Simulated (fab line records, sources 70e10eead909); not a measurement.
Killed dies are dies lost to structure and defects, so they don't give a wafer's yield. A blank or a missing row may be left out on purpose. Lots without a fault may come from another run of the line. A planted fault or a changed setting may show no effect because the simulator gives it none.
fab line records | flow nand_harc
record lots=6 wafers=18 last_day=33
route steps=1302 shown P_START@1 P_ZERO_WELL@2
lots that met no fault: from a run of the same line without faults
start_h: hours from the record's first day to the start of the lot's first wafer shown | wait_h: hours since the lot's step before | " the same as in the row above | L1.1+2: a row that stands for several wafers | - no value, or no start given | * or withheld: withheld | < > ~ a bound
route shown NAME@n: a module of which the file shows steps, and the number in the route of the first | usual: mean/standard deviation of fault-free wafers | same: alike in all rows | chamber/n: place in a boat | sites: the reading at each site | _std_site: their standard deviation | _edge_site: outer sites' mean less inner sites' | radius_mm: how far each site lies from the wafer's centre | mask NAME#n: copy n | behind: the tool/chamber that last shaped the wafer | hold: why the lot was held/for how many hours/how that ended | device: the transistor (n, p or np) that didn't switch | end of line: the same wafers' tests at the end of the route | a step without rows: its recipe alone | killed: dies lost to structure and defects at the first sort, not the wafer's yield | map: a wafer's dies, x killed, . not, _ none there
set.NAME: the setting as run; set.NAME@STEP: as run at that earlier step | model.NAME: the simulator's own value behind a step, which no gauge read
lots at some steps of the route; a table a step, a row a wafer
services: from which hour (start_h, from the record's first day; less than 0 if before it) a tool's chamber was out of use, for how many hours, and why
## steps
# step NHARC_P_START_INSPECT_01
# usual raw_defect_count=3.6/2.1
# columns lot.wafer tool chamber start_h wait_h raw_defect_count
L146.2 defect_inspect-01 - 60.04 - 5
L146.3 " - " " 1
L146.6 " - " " 6
L151.1 defect_inspect-02 - 110.04 - 2
L151.2 " - " " 1
L151.6 " - " " 2
L152.1 defect_inspect-01 - 120.04 - 9
L152.4 " - " " 5
L152.5 " - " " 1
L157.1 defect_inspect-01 - 170.04 - 5
L157.2 " - " " 0
L157.6 " - " " 4
L160.3 defect_inspect-02 - 200.04 - 5
L160.5 " - " " 1
L160.6 " - " " 3
L163.2 defect_inspect-01 - 230.04 - 3
L163.5 " - " " 2
L163.6 " - " " 8
# step NHARC_P_ZERO_WELL_PRECLEAN_00
# recipe time_s=600 temp_c=120 chemistry=SPM
# step NHARC_P_ZERO_WELL_SRD_01
# step NHARC_P_ZERO_WELL_PECVD_02
# recipe target_thk_a=100 temp_c=400 pressure_torr=6.5 rf_w=withheld teos_flow_sccm=withheld flow_sccm=2650 target_thk_nm=10 gas=O2 material=SiO2
# step NHARC_P_ZERO_WELL_DEHYDRATE_03
# recipe temp_c=150 time_s=120
# step NHARC_P_ZERO_WELL_HMDS_04
# recipe time_s=30
# step NHARC_P_ZERO_WELL_COAT_64
# recipe temp_c=200 time_s=65
# step NHARC_P_ZERO_WELL_COAT_05
# recipe spin_rpm=2000 resist_thk_nm=600
# step NHARC_P_ZERO_WELL_SOFTBAKE_06
# recipe temp_c=125 time_s=70
# usual exhaust_pa=45.1/0.88 heater_power_total_W=200.8/1.3
# columns lot.wafer tool chamber start_h wait_h exhaust_pa heater_power_total_W
L146.2 litho_track-05 0 60 - 45.9 200.0
L146.3 " 0 " " 45.2 199.8
L146.6 " 0 " " 44.6 200.9
L151.1 litho_track-05 0 110 - 46.1 334.2
L151.2 " 0 " " 45.1 332.5
L151.6 " 0 " " 45.9 338.8
L152.1 litho_track-05 0 120 - 45.0 334.2
L152.4 " 0 " " 45.6 335.6
L152.5 " 0 " " 46.9 331.5
L157.1 litho_track-03 0 170 - 45.0 199.3
L157.2 " 0 " " 43.4 202.4
L157.6 " 0 " " 45.9 202.6
L160.3 litho_track-05 0 200 - 44.2 199.4
L160.5 " 0 " " 43.6 200.2
L160.6 " 0 " " 44.9 200.0
L163.2 litho_track-05 0 230 - 45.0 202.7
L163.5 " 0 " " 45.6 202.4
L163.6 " 0 " " 43.9 200.5
# step NHARC_P_ZERO_WELL_EBR_07
# step NHARC_P_ZERO_WELL_EXPOSE_08
# recipe na=0.55 target_cd_nm=500 dose_mj=33.8 mask_id=P_ZERO
# step NHARC_P_ZERO_WELL_PEB_09
# recipe peb_temp_c=128 peb_time_s=80
# step NHARC_P_ZERO_WELL_DEVELOP_10
# recipe time_s=50 dev_temp_c=22
# step NHARC_P_ZERO_WELL_CD_MEAS_11
# recipe target_cd_nm=500 landing_energy_ev=500
# usual cd_nm=499.9/1.4
# columns lot.wafer tool chamber start_h wait_h hold cd_nm
L146.2 cd_sem-01 0 61.11 - - 502.8
L146.3 " 0 " " - 501.6
L146.6 " 0 " " - 502.9
L151.1 cd_sem-02 0 111.24 - await_dispo/0.2h/release 491.7
L151.2 " 0 " " await_dispo/0.2h/release 493.3
L151.6 " 0 " " await_dispo/0.2h/release 492.0
L151.1 cd_sem-02 0 - - - 491.8
L151.2 " 0 " " - 492.9
L151.6 " 0 " " - 492.2
L152.1 cd_sem-02 0 121.12 - await_dispo/0.2h/release 493.9
L152.4 " 0 " " await_dispo/0.2h/release 494.4
L152.5 " 0 " " await_dispo/0.2h/release 495.6
L152.1 cd_sem-02 0 - - - 494.1
L152.4 " 0 " " - 494.5
L152.5 " 0 " " - 495.6
L157.1 cd_sem-03 0 171.25 - - 500.3
L157.2 " 0 " " - 497.9
L157.6 " 0 " " - 499.4
L160.3 cd_sem-03 0 201.24 - - 498.8
L160.5 " 0 " " - 499.7
L160.6 " 0 " " - 500.3
L163.2 cd_sem-01 0 231.24 - - 501.1
L163.5 " 0 " " - 500.8
L163.6 " 0 " " - 501.3
## services
# columns tool chamber start_h hours kind
litho_track-03 - 100.00 7.0 pm
litho_track-05 - 124.00 7.0 pm
## key
first_sign step=NHARC_P_ZERO_WELL_SOFTBAKE_06 reading=heater_power_total_W direction=up sigmas=99+ usual=* struck=*
effect step=NHARC_P_ZERO_WELL_CD_MEAS_11 reading=visit direction=added through=control_loop
met_at NHARC_P_ZERO_WELL_SOFTBAKE_06
struck_wafers L151.1,L151.2,L151.6,L152.1,L152.4,L152.5
tester_left_out L151,L152
loop_trim step=NHARC_P_ZERO_WELL_EXPOSE_08 setting=dose lots=L152
onset_between 60 110
fault kind=process_parameter_drift tool=litho_track-05 chamber=- onset_h=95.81 steps=NHARC_P_ZERO_WELL_SOFTBAKE_06 channel=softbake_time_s offset=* shape=step end_h=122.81 acts_in=* stated=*
# tester_left_out: of these lots the tester's yield and bins aren't shown, on N5 and GAA mostly nor the transistor test; their killed dies are dies lost to structure and defects alone, not to doping, threshold or leakage, so they don't give the yield
# loop_trim: a control loop set the setting to another value than it would have without faults
